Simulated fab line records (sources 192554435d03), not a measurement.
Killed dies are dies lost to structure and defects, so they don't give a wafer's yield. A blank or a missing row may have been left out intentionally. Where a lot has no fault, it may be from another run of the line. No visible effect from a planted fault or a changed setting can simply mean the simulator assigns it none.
2 desks, one fault / flow n5Finfet / numbers are kept per desk, each desk with only its own; the story behind them comes last

## TOOL OWNER'S DESK, lithoTrack-04
The tool's own readings at N5_BEOL_M10_COAT_59 (time 60 s, resist thk 100 nm): means of the sampled wafers that have a number, for each lot that ran on this tool. Any lot whose mean is over 4 standard deviations away from the usual mean is out of limits and marked OUT; that distance is given in the brackets.
Columns: A = spinSpeedRpm at N5_BEOL_M10_COAT_59, usual 1499.8 rpm
lot=L488; first seen here=day 11 08:22; A=1501.4
lot=L487; first seen here=day 11 18:14; A=1309.2 (-99 or more) OUT
lot=L490; first seen here=day 12 08:28; A=1308.9 (-99 or more) OUT
lot=L486; first seen here=day 12 15:50; A=1308.9 (-99 or more) OUT
lot=L498; first seen here=day 14 19:26; A=1499.4
lot=L502; first seen here=day 15 15:06; A=1499.6
lot=L506; first seen here=day 15 18:58; A=1499.8
This desk's verdict: out of limits on L486, L487, L490, starting with L487 at day 11 18:14 (spinSpeedRpm at N5_BEOL_M10_COAT_59). Within limits: L488, L498, L502, L506.

## METROLOGY DESK
Means of the sampled wafers that have a number, per lot and without regard to the tool the lot ran on: this is what the gauges read. Any lot whose mean is over 4 standard deviations away from the usual mean is out of limits and marked OUT; that distance is given in the brackets.
Columns: A = M10_ILD_THK at N5_BEOL_M10_THK_MEAS_01, usual 268 nm; B = cdNm at N5_BEOL_M10_CD_MEAS_11, usual 64.4 nm
lot=L484; first seen here=day 11 01:26; A=272; B=64.1
lot=L488; first seen here=day 11 06:47; A=265; B=64.7
lot=L487; first seen here=day 11 16:56; A=269; B=64.0
lot=L490; first seen here=day 12 06:28; A=270; B=63.6
lot=L486; first seen here=day 12 15:17; A=270; B=64.3
lot=L499; first seen here=day 14 18:15; A=268; B=64.9
lot=L498; first seen here=day 14 18:29; A=265; B=64.5
lot=L501; first seen here=day 15 03:59; A=270; B=64.5
lot=L503; first seen here=day 15 12:42; A=263; B=64.1
lot=L502; first seen here=day 15 13:10; A=269; B=64.4
lot=L504; first seen here=day 15 14:35; A=266; B=64.5
lot=L505; first seen here=day 15 16:09; A=268; B=64.0
lot=L506; first seen here=day 15 17:56; A=265; B=64.6
Result from this desk: across the 13 lots, nothing is out of limits.

## PUT TOGETHER
At day 11 18:14, on L486, L487, L490, the tool owner's desk was in a position to raise an alarm.
The metrology desk saw nothing out of limits.
The metrology desk holds a record of L486, L487, L490, inside its limits.
The lots listed all ran N5_BEOL_M10_COAT_59 on lithoTrack-04.

## WHAT THE SIMULATOR HAD INSERTED
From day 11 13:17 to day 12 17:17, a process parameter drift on lithoTrack-04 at N5_BEOL_M10_COAT_59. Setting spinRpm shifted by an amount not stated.
Shown lots that were struck: L486, L487, L490.
Each desk's first reading out of limits, in hours after the fault started: the tool owner's desk, 5.
